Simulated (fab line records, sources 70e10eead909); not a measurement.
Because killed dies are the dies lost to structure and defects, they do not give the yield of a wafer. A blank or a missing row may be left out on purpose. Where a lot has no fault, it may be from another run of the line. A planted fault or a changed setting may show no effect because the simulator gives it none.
Chamber matching | flow nand-harc | rie-diel-02 running NHARC_P_M1_STRIP_18: 4 sister chambers
The step strips in N2/H2. 4 wafers are shown with their chamber, then 10 later ones without.

== WAFERS WITH THEIR CHAMBER ==
wafer  | chamber | rf-vpp-V (V)
L089.6 | 2       | 92.4
L091.2 | 0       | 90.7
L093.2 | 3       | 92.9
L093.4 | 1       | 90.6

== WAFERS MISSING THEIR CHAMBER ==
wafer  | rf-vpp-V (V)
L093.5 | 90.2
L094.2 | 89.4
L094.3 | 88.7
L094.5 | 91.3
L095.3 | 91.0
L095.4 | 88.5
L095.6 | 91.4
L097.1 | 89.9
L097.4 | 92.3
L097.5 | 90.0

== WHICH CHAMBER EACH WENT THROUGH ==
wafer  | from the rows above               | in truth
L093.5 | can't be placed: 1 or 0 or 2      | 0
L094.2 | can't be placed: 1 or 0 or 2      | 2
L094.3 | can't be placed: 1 or 0 or 2      | 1
L094.5 | can't be placed: 0 or 1 or 2 or 3 | 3
L095.3 | can't be placed: 0 or 1 or 2 or 3 | 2
L095.4 | can't be placed: 1 or 0 or 2      | 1
L095.6 | can't be placed: 0 or 1 or 2 or 3 | 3
L097.1 | can't be placed: 1 or 0 or 2      | 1
L097.4 | can't be placed: 2 or 3 or 0 or 1 | 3
L097.5 | can't be placed: 1 or 0 or 2      | 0
Correctly placed: 0 of 10. From these rows, 10 cannot be placed; in 10 the true chamber is one of the candidates. 0 placed wrongly.
How it was worked out, from the rows above alone: a wafer's distance from a chamber is the root of the sum, over the readings, of the square of ((its reading less the chamber's mean) divided by the reading's scatter). If the next closest chamber is less than 2 further off than the closest, the wafer can't be placed; otherwise it belongs to the closest. Each chamber's mean is taken over the wafers shown for it. The scatter: with one shown wafer a chamber, the root of the mean of the squares of how far each hidden wafer lies from its nearest shown one.
